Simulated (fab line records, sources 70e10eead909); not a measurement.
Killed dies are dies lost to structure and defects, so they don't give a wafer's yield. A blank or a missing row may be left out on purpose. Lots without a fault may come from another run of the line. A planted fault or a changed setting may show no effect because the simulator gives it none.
fab line records | flow nand_harc | part 2 of 2: steps 22 to 22 of 22
record lots=7 wafers=21 last_day=23
route steps=1159 shown P_BONDPAD@365 END@1159
lots that met no fault: from a run of the same line without faults
start_h: hours from the record's first day to the start of the lot's first wafer shown | wait_h: hours since the lot's step before | " the same as in the row above | L1.1+2: a row that stands for several wafers | - no value, or no start given | * or withheld: withheld | < > ~ a bound
route shown NAME@n: a module of which the file shows steps, and the number in the route of the first | usual: mean/standard deviation of fault-free wafers | same: alike in all rows | chamber/n: place in a boat | sites: the reading at each site | _std_site: their standard deviation | _edge_site: outer sites' mean less inner sites' | radius_mm: how far each site lies from the wafer's centre | mask NAME#n: copy n | behind: the tool/chamber that last shaped the wafer | hold: why the lot was held/for how many hours/how that ended | device: the transistor (n, p or np) that didn't switch | end of line: the same wafers' tests at the end of the route | a step without rows: its recipe alone | killed: dies lost to structure and defects at the first sort, not the wafer's yield | map: a wafer's dies, x killed, . not, _ none there
set.NAME: the setting as run; set.NAME@STEP: as run at that earlier step | model.NAME: the simulator's own value behind a step, which no gauge read
lots at some steps of the route; a table a step, a row a wafer
services: from which hour (start_h, from the record's first day; less than 0 if before it) a tool's chamber was out of use, for how many hours, and why
## steps
# step NHARC_END_SORT_01
# recipe temp_c=25
# usual defect_limited_yield=95.7/1.5 killed_at_array=25/9.5 killed_at_other=0.8/1.2 killed_at_periphery=3.4/2.2 killed_dies=29/10 killed_open=3.3/1.8 killed_short=2.1/1.4 sort_bin_2_pct=1.4/0.63 sort_bin_3_pct=0.22/0.2 sort_bin_4_pct=2.7/0.96 sort_n_pass=648/10 sort_rim_yield_pct=95.6/2.8 sort_yield_pct=95.7/1.5
# same gross_dies=677 sort_bin_5_pct[%]=0 sort_bin_6_pct[%]=0 sort_bin_7_pct[%]=0 sort_bin_8_pct[%]=0 sort_rim_n_gross=106.00
# columns lot.wafer tool chamber start_h wait_h hold defect_limited_yield[%] killed_at_array killed_at_other killed_at_periphery killed_dies killed_open killed_short sort_bin_2_pct[%] sort_bin_3_pct[%] sort_bin_4_pct[%] sort_n_pass sort_rim_yield_pct[%] sort_yield_pct[%]
L184.1 prober-02 0 457.28 2.5 - 97.2 16 0 3 19 1 3 0.6 0.15 2.1 658 95.3 97.2
L184.3 prober-02 0 458.90 3.1 - 98.2 9 2 1 12 5 1 0.4 0 1.3 665 100.0 98.2
L184.4 prober-02 0 459.70 3.4 - 97.9 10 0 4 14 0 3 0.7 0 1.3 663 97.2 97.9
L183.2 prober-01 0 465.87 2.8 - 95.6 27 1 2 30 4 0 1.3 0.15 3.0 647 96.2 95.6
L183.3 prober-01 0 466.66 3.1 - 94.4 29 0 9 38 6 5 1.9 0 3.7 639 99.1 94.4
L183.5 prober-01 0 468.22 3.6 - 94.7 32 0 4 36 3 2 1.9 0.30 3.1 641 92.5 94.7
L186.1 prober-01 0 485.90 2.5 - 94.5 31 3 3 37 2 2 1.5 0.74 3.2 640 92.5 94.5
L186.4 prober-01 0 488.30 3.4 - 96.3 17 5 3 25 4 2 1.0 0 2.7 652 93.4 96.3
L186.6 prober-01 0 489.90 4.0 - 96.0 24 2 1 27 2 0 1.6 0.15 2.2 650 98.1 96.0
L193.2 prober-02 0 511.78 2.8 - 96.8 18 0 4 22 1 3 0.7 0 2.5 655 90.6 96.8
L193.4 prober-02 0 513.40 3.4 - 97.0 17 2 1 20 3 2 0.6 0 2.4 657 90.6 97.0
L193.6 prober-02 0 515.02 4.1 - 96.2 22 0 4 26 2 2 1.9 0.30 1.6 651 97.2 96.2
L192.3 prober-01 0 512.42 3.1 await_dispo/4.6h/scrap 0.1 29 0 647 676 2 1 96.6 0.74 2.5 1 0.9 0.1
L192.5 prober-01 0 514.02 3.7 await_dispo/4.6h/scrap 0 26 0 651 677 3 2 97.2 0.44 2.4 0 0 0
L192.6 prober-01 0 514.82 4.0 await_dispo/4.6h/scrap 0 22 0 655 677 0 4 97.9 0 2.1 0 0 0
L191.3 prober-02 0 536.95 3.1 await_dispo/2.4h/scrap 0 25 1 651 677 5 4 96.9 0.59 2.5 0 0 0
L191.4 prober-02 0 537.76 3.4 await_dispo/2.4h/scrap 0 24 5 648 677 1 3 96.2 0.59 3.2 0 0 0
L191.6 prober-02 0 539.38 4.0 await_dispo/2.4h/scrap 0.1 26 2 648 676 4 1 96.9 0.15 2.8 1 0 0.1
L194.1 prober-01 0 545.62 2.4 await_dispo/2.1h/scrap 0 21 0 656 677 2 2 97.3 0.30 2.4 0 0 0
L194.2 prober-01 0 546.43 2.8 await_dispo/2.1h/scrap 0 26 2 649 677 5 1 96.9 0.15 3.0 0 0 0
L194.5 prober-01 0 548.85 3.7 await_dispo/2.1h/scrap 0.1 23 3 650 676 2 4 96.6 0.30 3.0 1 0 0.1
# killed by level:class
L184.1 A_ZERO_WELL:chamber_film_flake=4 A_CHANNEL_FILL_D1:chamber_film_flake=3 A_STAIRCASE:chamber_film_flake=2 A_WL_FILL:chamber_film_flake=2 A_CONTACT:chamber_film_flake=2 P_CONTACT:geometric_particle:open=1 P_M0:geometric_particle:short=1 A_CHANNEL_HOLE_D1:geometric_particle:short=1
L184.3 A_CHANNEL_HOLE_D1:chamber_film_flake=2 A_CHANNEL_FILL_D1:chamber_film_flake=2 P_M0:geometric_particle:open=1 A_CONTACT:geometric_particle:open=1 A_CONTACT:geometric_particle:short=1 A_BLC:geometric_particle:open=1 A_M0:geometric_particle:open=1 STARTING-WAFER:geometric_particle:open=1
L184.4 A_CHANNEL_FILL_D1:chamber_film_flake=3 A_CHANNEL_HOLE_D1:chamber_film_flake=2 P_GATE:geometric_particle:short=1 A_ONON_D1:geometric_particle:short=1 A_CHANNEL_FILL_D1:geometric_particle:short=1 P_GATE:chamber_film_flake=1 P_M0:chamber_film_flake=1 P_BONDPAD:chamber_film_flake=1
L183.2 A_CHANNEL_HOLE_D1:chamber_film_flake=13 A_SLIT:chamber_film_flake=6 A_CONTACT:chamber_film_flake=3 P_M0:geometric_particle:open=1 A_CHANNEL_FILL_D1:geometric_particle:open=1 A_M0:geometric_particle:open=1 P_STI:chamber_film_flake=1 STARTING-WAFER:geometric_particle:open=1
L183.3 A_CHANNEL_HOLE_D1:chamber_film_flake=13 A_SLIT:chamber_film_flake=8 P_STI:chamber_film_flake=6 A_CHANNEL_FILL_D1:geometric_particle:open=2 A_CONTACT:geometric_particle:open=2 P_CONTACT:geometric_particle:short=1 P_M0:geometric_particle:short=1 P_M1:geometric_particle:open=1
L183.5 A_CHANNEL_HOLE_D1:chamber_film_flake=16 A_SLIT:chamber_film_flake=8 A_CONTACT:chamber_film_flake=5 P_STI:chamber_film_flake=2 P_M0:geometric_particle:short=1 P_M0:geometric_particle:open=1 A_ONON_D1:geometric_particle:open=1 A_CHANNEL_FILL_D1:geometric_particle:open=1
L186.1 A_CHANNEL_HOLE_D1:chamber_film_flake=13 A_SLIT:chamber_film_flake=9 P_STI:chamber_film_flake=3 THIN_TSV:chamber_film_flake=3 A_ZERO_WELL:chamber_film_flake=2 A_SGD_CUT:geometric_particle:open=1 A_WL_FILL:geometric_particle:short=1 A_CONTACT:geometric_particle:open=1
L186.4 A_CHANNEL_HOLE_D1:chamber_film_flake=5 THIN_TSV:chamber_film_flake=5 A_SLIT:chamber_film_flake=4 A_WL_FILL:geometric_particle:open=2 A_ZERO_WELL:chamber_film_flake=2 A_WL_FILL:chamber_film_flake=2 P_GATE:geometric_particle:open=1 P_M1:geometric_particle:short=1
L186.6 A_SLIT:chamber_film_flake=12 A_CHANNEL_HOLE_D1:chamber_film_flake=5 A_WL_FILL:chamber_film_flake=3 THIN_TSV:chamber_film_flake=2 A_CONTACT:geometric_particle:open=1 A_M0:geometric_particle:open=1 P_STI:chamber_film_flake=1 A_ZERO_WELL:chamber_film_flake=1
L193.2 A_SLIT:chamber_film_flake=10 P_STI:chamber_film_flake=2 P_GATE:chamber_film_flake=2 A_CHANNEL_HOLE_D1:chamber_film_flake=2 A_CONTACT:chamber_film_flake=2 A_CHANNEL_HOLE_D1:geometric_particle:short=1 A_CHANNEL_FILL_D1:geometric_particle:open=1 A_CHANNEL_FILL_D1:geometric_particle:short=1
L192.3 P_BONDPAD:area_pvd=647 A_CHANNEL_HOLE_D1:chamber_film_flake=16 A_WL_FILL:chamber_film_flake=5 A_STAIRCASE:chamber_film_flake=2 A_CONTACT:chamber_film_flake=2 A_CHANNEL_HOLE_D1:geometric_particle:short=1 A_CHANNEL_FILL_D1:geometric_particle:open=1 A_CONTACT:geometric_particle:open=1
L193.4 A_SLIT:chamber_film_flake=7 A_WL_FILL:geometric_particle:short=2 A_CONTACT:chamber_film_flake=2 HYBRID_BOND:latent=2 A_CHANNEL_FILL_D1:geometric_particle:open=1 A_WL_FILL:geometric_particle:open=1 A_M1:geometric_particle:open=1 P_STI:chamber_film_flake=1
L192.5 P_BONDPAD:area_pvd=649 A_CHANNEL_HOLE_D1:chamber_film_flake=20 A_WL_FILL:chamber_film_flake=2 P_M0:geometric_particle:short=1 A_ONON_D1:geometric_particle:open=1 A_CHANNEL_FILL_D1:geometric_particle:short=1 A_CONTACT:geometric_particle:open=1 A_M0:geometric_particle:open=1
L192.6 P_BONDPAD:area_pvd=655 A_CHANNEL_HOLE_D1:chamber_film_flake=16 A_ONON_D1:geometric_particle:short=2 A_M0:geometric_particle:short=1 A_M1:geometric_particle:short=1 A_STAIRCASE:chamber_film_flake=1 A_WL_FILL:chamber_film_flake=1
L193.6 A_SLIT:chamber_film_flake=13 P_M0:chamber_film_flake=2 A_CHANNEL_HOLE_D1:chamber_film_flake=2 A_STAIRCASE:chamber_film_flake=2 A_CONTACT:chamber_film_flake=2 P_M0:geometric_particle:open=1 A_ONON_D1:geometric_particle:short=1 A_CONTACT:geometric_particle:short=1
L191.3 P_BONDPAD:area_pvd=646 A_CHANNEL_HOLE_D1:chamber_film_flake=5 A_SLIT:chamber_film_flake=4 A_WL_FILL:geometric_particle:short=3 A_WL_FILL:geometric_particle:open=3 P_M1:chamber_film_flake=3 A_STAIRCASE:chamber_film_flake=3 A_ZERO_WELL:chamber_film_flake=2
L191.4 P_BONDPAD:area_pvd=641 A_SLIT:chamber_film_flake=12 THIN_TSV:chamber_film_flake=5 P_M1:chamber_film_flake=4 A_CHANNEL_HOLE_D1:chamber_film_flake=3 A_STAIRCASE:chamber_film_flake=3 P_CONTACT:geometric_particle:open=1 A_CHANNEL_HOLE_D1:geometric_particle:short=1
L191.6 P_BONDPAD:area_pvd=646 A_SLIT:chamber_film_flake=17 A_CHANNEL_HOLE_D1:chamber_film_flake=3 THIN_TSV:chamber_film_flake=2 P_CONTACT:geometric_particle:open=1 A_CHANNEL_HOLE_D1:geometric_particle:open=1 A_WL_FILL:geometric_particle:open=1 A_CONTACT:geometric_particle:open=1
L194.1 P_BONDPAD:area_pvd=653 A_CHANNEL_HOLE_D1:chamber_film_flake=13 P_GATE:chamber_film_flake=2 A_STAIRCASE:chamber_film_flake=2 A_WL_FILL:chamber_film_flake=2 P_GATE:geometric_particle:open=1 A_SOURCE_PLATE:geometric_particle:short=1 A_CHANNEL_HOLE_D1:geometric_particle:open=1
L194.2 P_BONDPAD:area_pvd=647 A_CHANNEL_HOLE_D1:chamber_film_flake=18 A_CONTACT:geometric_particle:open=2 A_M0:geometric_particle:open=2 A_CONTACT:chamber_film_flake=2 THIN_TSV:chamber_film_flake=2 P_M1:geometric_particle:open=1 A_CONTACT:geometric_particle:short=1
L194.5 P_BONDPAD:area_pvd=648 A_CHANNEL_HOLE_D1:chamber_film_flake=13 A_ZERO_WELL:chamber_film_flake=3 THIN_TSV:chamber_film_flake=3 P_CONTACT:geometric_particle:open=1 A_CHANNEL_FILL_D1:geometric_particle:short=1 A_SGD_CUT:geometric_particle:short=1 A_SLIT:geometric_particle:short=1
# map L191.3 (x killed, . not)
____________x____________
_________xxxxxxx_________
_______xxxxxxxxxxx_______
______xxxxxxxxxxxxx______
_____xxxxxxxxxxxxxxx_____
____xxxxxxxxxxxxxxxxx____
____xxxxxxxxxxxxxxxxx____
___xxxxxxxxxxxxxxxxxxx___
___xxxxxxxxxxxxxxxxxxx___
__xxxxxxxxxxxxxxxxxxxxx__
__xxxxxxxxxxxxxxxxxxxxx__
_xxxxxxxxxxxxxxxxxxxxxxx_
_xxxxxxxxxxxxxxxxxxxxxxx_
_xxxxxxxxxxxxxxxxxxxxxxx_
_xxxxxxxxxxxxxxxxxxxxxxx_
_xxxxxxxxxxxxxxxxxxxxxxx_
xxxxxxxxxxxxxxxxxxxxxxxxx
xxxxxxxxxxxxxxxxxxxxxxxxx
xxxxxxxxxxxxxxxxxxxxxxxxx
xxxxxxxxxxxxxxxxxxxxxxxxx
xxxxxxxxxxxxxxxxxxxxxxxxx
_xxxxxxxxxxxxxxxxxxxxxxx_
_xxxxxxxxxxxxxxxxxxxxxxx_
_xxxxxxxxxxxxxxxxxxxxxxx_
_xxxxxxxxxxxxxxxxxxxxxxx_
_xxxxxxxxxxxxxxxxxxxxxxx_
__xxxxxxxxxxxxxxxxxxxxx__
__xxxxxxxxxxxxxxxxxxxxx__
___xxxxxxxxxxxxxxxxxxx___
___xxxxxxxxxxxxxxxxxxx___
____xxxxxxxxxxxxxxxxx____
____xxxxxxxxxxxxxxxxx____
_____xxxxxxxxxxxxxxx_____
______xxxxxxxxxxxxx______
_______xxxxxxxxxxx_______
_________xxxxxxx_________
____________x____________
# map L192.5 (x killed, . not)
____________x____________
_________xxxxxxx_________
_______xxxxxxxxxxx_______
______xxxxxxxxxxxxx______
_____xxxxxxxxxxxxxxx_____
____xxxxxxxxxxxxxxxxx____
____xxxxxxxxxxxxxxxxx____
___xxxxxxxxxxxxxxxxxxx___
___xxxxxxxxxxxxxxxxxxx___
__xxxxxxxxxxxxxxxxxxxxx__
__xxxxxxxxxxxxxxxxxxxxx__
_xxxxxxxxxxxxxxxxxxxxxxx_
_xxxxxxxxxxxxxxxxxxxxxxx_
_xxxxxxxxxxxxxxxxxxxxxxx_
_xxxxxxxxxxxxxxxxxxxxxxx_
_xxxxxxxxxxxxxxxxxxxxxxx_
xxxxxxxxxxxxxxxxxxxxxxxxx
xxxxxxxxxxxxxxxxxxxxxxxxx
xxxxxxxxxxxxxxxxxxxxxxxxx
xxxxxxxxxxxxxxxxxxxxxxxxx
xxxxxxxxxxxxxxxxxxxxxxxxx
_xxxxxxxxxxxxxxxxxxxxxxx_
_xxxxxxxxxxxxxxxxxxxxxxx_
_xxxxxxxxxxxxxxxxxxxxxxx_
_xxxxxxxxxxxxxxxxxxxxxxx_
_xxxxxxxxxxxxxxxxxxxxxxx_
__xxxxxxxxxxxxxxxxxxxxx__
__xxxxxxxxxxxxxxxxxxxxx__
___xxxxxxxxxxxxxxxxxxx___
___xxxxxxxxxxxxxxxxxxx___
____xxxxxxxxxxxxxxxxx____
____xxxxxxxxxxxxxxxxx____
_____xxxxxxxxxxxxxxx_____
______xxxxxxxxxxxxx______
_______xxxxxxxxxxx_______
_________xxxxxxx_________
____________x____________
## services
# columns tool chamber start_h hours kind
rie_diel-02 0 129.94 - clean
rie_diel-02 1 129.94 - clean
rie_diel-02 2 129.94 - clean
rie_diel-02 3 129.94 - clean
rie_diel-02 - 150.71 9.0 pm
rie_diel-02 0 150.71 9.0 vent_cycle
rie_diel-02 1 150.71 9.0 vent_cycle
rie_diel-02 2 150.71 9.0 vent_cycle
rie_diel-02 3 150.71 9.0 vent_cycle
rie_diel-10 1 152.61 8.9 repair
rie_diel-02 0 159.71 - clean
rie_diel-02 1 159.71 - clean
rie_diel-02 2 159.71 - clean
rie_diel-02 3 159.71 - clean
rie_diel-10 - 174.08 0.2 repair
rie_diel-10 - 176.50 9.0 pm
rie_diel-02 0 184.21 - clean
rie_diel-02 1 184.21 - clean
rie_diel-02 2 184.21 - clean
rie_diel-02 3 184.21 - clean
pvd_sputter-02 - 210.87 8.0 repair
pvd_sputter-02 - 218.88 10.0 pm
rie_diel-02 3 222.69 4.1 repair
rie_diel-07 - 228.25 9.0 pm
## key
first_sign step=NHARC_END_SORT_01 reading=killed_at_periphery direction=up sigmas=99+ usual=3.4 struck=650.6
effect step=NHARC_END_SORT_01 reading=sort_bin_2_pct direction=up sigmas=99+ usual=1.4 struck=96.9
more_kills_born_at NHARC_P_BONDPAD_PVD_27@pvd_sputter-03=5832
met_at NHARC_P_BONDPAD_PVD_27
struck_wafers L191.3,L191.4,L191.6,L192.3,L192.5,L192.6,L194.1,L194.2,L194.5
later_rows_left_out L191.3,L191.4,L191.6,L192.3,L192.5,L192.6,L194.1,L194.2,L194.5
onset_between 206.19 207.53
also_fits time
fault kind=process_parameter_drift tool=pvd_sputter-03 chamber=- onset_h=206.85 steps=NHARC_P_BONDPAD_PVD_27 channel=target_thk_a offset=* shape=step end_h=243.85 acts_in=* stated=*
# later_rows_left_out: the simulator's readings of these wafers behind a module that went badly wrong aren't trusted and aren't shown, but for the sort
